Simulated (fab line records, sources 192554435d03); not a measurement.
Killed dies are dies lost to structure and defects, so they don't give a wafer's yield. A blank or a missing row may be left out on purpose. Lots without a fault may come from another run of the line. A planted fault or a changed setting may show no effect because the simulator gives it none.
Split-lot experiment | flow n5_finfet | 7 lots, 21 wafers read, on a route of 1938 steps

THE SPLIT
At N5_MIM_TOP_SPUTTER_03 (material TiN, target thk 35 nm, time 89.7 s), the setting time_s was moved away from the recipe's 89.7 s on 9 of the 21 wafers read, by -13.1% to +14.8%. The other wafers ran this setting at the recipe's value.

The reading is taken at the split's own step.

THE READING
TiN_of_MIM_TOP_SPUTTER_03.thk_nm (the simulator's own value, which no gauge read), in nm, at N5_MIM_TOP_SPUTTER_03 (material TiN, target thk 35 nm, time 89.7 s). The file gives no usual value for it. The 12 wafers here that ran the recipe average 34.9 nm, standard deviation 0.41 nm.

wafer  | tool, chamber at the split | time_s as run, s | against the recipe | TiN_of_MIM_TOP_SPUTTER_03.thk_nm, nm | against lot-mates on the recipe
L074.2 | pvd_sputter-01, -          | 85.53            | -4.6%              | 33.2                                 | -1.4
L074.4 | pvd_sputter-01, -          | 85.53            | -4.6%              | 33.2                                 | -1.4
L074.5 | pvd_sputter-01, -          | 89.7             | recipe             | 34.6                                 | -
L075.1 | pvd_sputter-01, -          | 89.7             | recipe             | 34.4                                 | -
L075.2 | pvd_sputter-01, -          | 89.7             | recipe             | 34.4                                 | -
L075.5 | pvd_sputter-01, -          | 89.7             | recipe             | 34.6                                 | -
L079.1 | pvd_sputter-03, -          | 89.7             | recipe             | 35.8                                 | -
L079.2 | pvd_sputter-03, -          | 89.7             | recipe             | 35.2                                 | -
L079.4 | pvd_sputter-03, -          | 89.7             | recipe             | 35.4                                 | -
L088.1 | pvd_sputter-03, -          | 89.7             | recipe             | 35.2                                 | -
L088.2 | pvd_sputter-03, -          | 77.96            | -13.1%             | 30.6                                 | -4.6
L088.6 | pvd_sputter-03, -          | 77.96            | -13.1%             | 31                                   | -4.2
L091.1 | pvd_sputter-01, -          | 89.7             | recipe             | 34.8                                 | -
L091.5 | pvd_sputter-01, -          | 89.7             | recipe             | 34.8                                 | -
L091.6 | pvd_sputter-01, -          | 103              | +14.8%             | 40                                   | +5.2
L093.2 | pvd_sputter-02, -          | 89.7             | recipe             | 35.2                                 | -
L093.3 | pvd_sputter-02, -          | 81.51            | -9.1%              | 31.8                                 | -3.4
L093.5 | pvd_sputter-02, -          | 81.51            | -9.1%              | 31.6                                 | -3.6
L094.1 | pvd_sputter-01, -          | 98.2             | +9.5%              | 38.4                                 | +3.4
L094.2 | pvd_sputter-01, -          | 89.7             | recipe             | 35                                   | -
L094.5 | pvd_sputter-01, -          | 98.2             | +9.5%              | 38.2                                 | +3.2

THE FIT
A straight line over all 21 wafers: TiN_of_MIM_TOP_SPUTTER_03.thk_nm changes by +0.339 nm for each +1% of time_s; r = +0.99; the points scatter about the line by 0.36 nm.
The same after taking each lot's own level away (the mean of its wafers on the recipe; 21 wafers): +0.349 nm for each +1%; r = +1.00; scatter 0.19 nm.
On that fit, the largest move of time_s shifts the reading by 5.2 nm.
The lots' own levels span 34.47 to 35.47 nm, that is 2.4 times the standard deviation above.
So the lot-to-lot level changes the slope little: the two slopes agree.
Check: with one of the wafers moved furthest among these (+14.8%) left out of the fit, the line predicts +5.17 nm for it against its lot-mates. It came out at +5.2 nm against them.

THE FILE'S OWN FIT
TiN_of_MIM_TOP_SPUTTER_03.thk_nm changes by +0.349 nm for each +1% of time_s, r = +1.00.
